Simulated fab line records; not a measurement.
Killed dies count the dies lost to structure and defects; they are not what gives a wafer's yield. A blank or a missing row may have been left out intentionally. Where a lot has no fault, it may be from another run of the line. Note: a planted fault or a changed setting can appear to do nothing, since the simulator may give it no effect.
Chamber matching -- flow n5_finfet -- N5_BEOL_M4_PECVD_72 on pecvd-04: 3 sister chambers
The step deposits SiO2 from TEOS/O2, target thk 16 nm, time 18 s. 6 wafers are shown with their chamber, then 9 later ones without.

## EACH WAFER AND ITS CHAMBER
wafer,chamber,throttle_valve_pct (%),showerhead_plenum_p_Torr (Torr)
L080.1,0,22.8,8.78
L080.3,2,22.6,8.85
L080.4,0,23.0,8.80
L084.1,1,24.2,8.68
L084.2,2,22.4,8.87
L084.4,1,24.1,8.68

## WAFERS MISSING THEIR CHAMBER
wafer,throttle_valve_pct (%),showerhead_plenum_p_Torr (Torr)
L085.1,22.9,8.83
L085.2,24.4,8.70
L085.4,23.0,8.80
L095.2,24.2,8.67
L095.3,23.0,8.81
L095.6,22.6,8.87
L096.1,22.8,8.86
L096.3,23.0,8.81
L096.5,24.1,8.71

## WHICH CHAMBER EACH WENT THROUGH
wafer,from the rows above,in truth
L085.1,can't be placed: 0 or 2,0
L085.2,1,1
L085.4,0,0
L095.2,1,1
L095.3,0,0
L095.6,2,2
L096.1,2,2
L096.3,0,0
L096.5,1,1
Correct placement for 8 of the 9. Cannot be placed on the basis of these rows: 1; the candidates contain the true chamber in 1. Placed wrongly: 0.
How it was worked out, from the rows above alone: a wafer's distance from a chamber is the root of the sum, over the readings, of the square of ((its reading less the chamber's mean) divided by the reading's scatter). The wafer belongs to the nearest chamber; if the next one is less than 2 further off, it can't be placed. For every chamber, the mean is computed from those of its wafers that are shown. How the scatter is found: for the shown wafers, subtract from each reading the mean of its chamber, square and add these, divide the total by (wafers less chambers), then take the root.
